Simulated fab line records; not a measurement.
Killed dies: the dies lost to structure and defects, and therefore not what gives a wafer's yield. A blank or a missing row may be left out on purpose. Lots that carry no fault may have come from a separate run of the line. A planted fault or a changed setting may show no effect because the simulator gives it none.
Chamber matching    flow nandHarc    NHARC_A_STAIRCASE_DESCUM_219 on rieDiel-13: 4 sister chambers
The step chemistry O2, time 3 s. 14 wafers are shown with their chamber, then 7 later ones without.

== WAFERS WITH THEIR CHAMBER ==
wafer   chamber  showerheadPlenumPTorr (Torr)  drypumpMotorCurrentA (A)  oesProductAu (a.u.)
L075.3  3        2.00                          5.0                       0.998
L075.4  2        1.98                          6.0                       0.994
L075.6  0        1.78                          6.1                       0.991
L079.1  0        1.78                          6.1                       0.992
L079.2  2        1.98                          6.0                       0.987
L079.4  3        2.00                          5.0                       1.002
L082.1  0        1.78                          6.1                       0.987
L082.2  3        2.00                          5.0                       1.002
L082.3  1        1.93                          6.4                       0.984
L081.3  2        1.98                          6.0                       0.989
L081.4  1        1.93                          6.4                       0.992
L081.6  2        1.98                          6.0                       0.986
L085.4  3        2.00                          5.0                       1.007
L085.5  2        1.97                          5.9                       0.990

SIGNATURES (averages over the wafers above)
reading                chamber 0  chamber 1  chamber 2  chamber 3  scatter within a chamber
showerheadPlenumPTorr  1.7800     1.9300     1.9780     2.0000     0.00283
drypumpMotorCurrentA   6.100      6.400      5.980      5.000      0.0283
oesProductAu           0.99000    0.98800    0.98920    1.00225    0.00354
Rule: a wafer's distance from a chamber is the root of the sum, over the readings, of the square of ((its reading less the chamber's mean) divided by the reading's scatter). The wafer belongs to the nearest chamber; if the next one is less than 2 further off, it can't be placed. The scatter: the root of (the sum of the squares of (reading less its chamber's mean) over the shown wafers, divided by (wafers less chambers)).

== WAFERS WITHOUT THEIR CHAMBER ==
wafer   showerheadPlenumPTorr (Torr)  drypumpMotorCurrentA (A)  oesProductAu (a.u.)
L085.6  2.00                          5.0                       1.006
L086.2  1.97                          6.0                       0.983
L086.3  1.78                          6.1                       0.996
L086.5  2.00                          5.0                       1.000
L095.1  1.99                          5.0                       1.004
L095.2  1.97                          5.9                       0.983
L095.5  1.92                          6.4                       0.997

== EACH ONE'S CHAMBER ==
wafer   from the rows above  in truth
L085.6  3                    3
L086.2  2                    2
L086.3  0                    0
L086.5  3                    3
L095.1  3                    3
L095.2  2                    2
L095.5  1                    1
7 of 7 placed correctly. Not placeable from these rows: 0. 0 placed wrongly.
